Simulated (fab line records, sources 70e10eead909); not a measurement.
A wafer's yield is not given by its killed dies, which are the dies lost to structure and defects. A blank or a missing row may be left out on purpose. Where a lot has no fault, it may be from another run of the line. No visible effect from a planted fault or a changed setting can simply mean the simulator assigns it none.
Chamber matching || flow nandHarc || rieDiel-11 running NHARC_P_M1_DESCUM_14: 4 sister chambers
The step chemistry O2, time 3 s. 4 wafers are shown with their chamber, then 9 later ones without.

EACH WAFER AND ITS CHAMBER
{"wafer": "L088.4", "chamber": 0, "drypumpMotorCurrentA (A)": 5.5}
{"wafer": "L090.2", "chamber": 1, "drypumpMotorCurrentA (A)": 5.4}
{"wafer": "L090.5", "chamber": 3, "drypumpMotorCurrentA (A)": 5.8}
{"wafer": "L090.6", "chamber": 2, "drypumpMotorCurrentA (A)": 6.5}

WAFERS WITH NO CHAMBER GIVEN
{"wafer": "L092.1", "drypumpMotorCurrentA (A)": 5.7}
{"wafer": "L092.3", "drypumpMotorCurrentA (A)": 6.4}
{"wafer": "L092.4", "drypumpMotorCurrentA (A)": 5.4}
{"wafer": "L094.1", "drypumpMotorCurrentA (A)": 5.7}
{"wafer": "L094.2", "drypumpMotorCurrentA (A)": 5.5}
{"wafer": "L094.4", "drypumpMotorCurrentA (A)": 5.4}
{"wafer": "L097.2", "drypumpMotorCurrentA (A)": 6.5}
{"wafer": "L097.4", "drypumpMotorCurrentA (A)": 5.4}
{"wafer": "L097.5", "drypumpMotorCurrentA (A)": 5.4}

THE CHAMBER EACH PASSED THROUGH
{"wafer": "L092.1", "from the rows above": "can't be placed: 3 or 0", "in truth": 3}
{"wafer": "L092.3", "from the rows above": 2, "in truth": 2}
{"wafer": "L092.4", "from the rows above": "can't be placed: 1 or 0", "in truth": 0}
{"wafer": "L094.1", "from the rows above": "can't be placed: 3 or 0", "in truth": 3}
{"wafer": "L094.2", "from the rows above": "can't be placed: 0 or 1", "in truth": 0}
{"wafer": "L094.4", "from the rows above": "can't be placed: 1 or 0", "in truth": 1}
{"wafer": "L097.2", "from the rows above": 2, "in truth": 2}
{"wafer": "L097.4", "from the rows above": "can't be placed: 1 or 0", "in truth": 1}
{"wafer": "L097.5", "from the rows above": "can't be placed: 1 or 0", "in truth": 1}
Placed correctly: 2 of 9. Cannot be placed on the basis of these rows: 7; the candidates contain the true chamber in 7. Number placed wrongly: 0.
How it was worked out, from the rows above alone: a wafer's distance from a chamber is the root of the sum, over the readings, of the square of ((its reading less the chamber's mean) divided by the reading's scatter). The wafer belongs to the nearest chamber; if the next one is less than 2 further off, it can't be placed. Each chamber's mean is taken over the wafers shown for it. The scatter (one wafer shown for each chamber): square how far every hidden wafer sits from the nearest shown wafer, average those squares and take the square root.
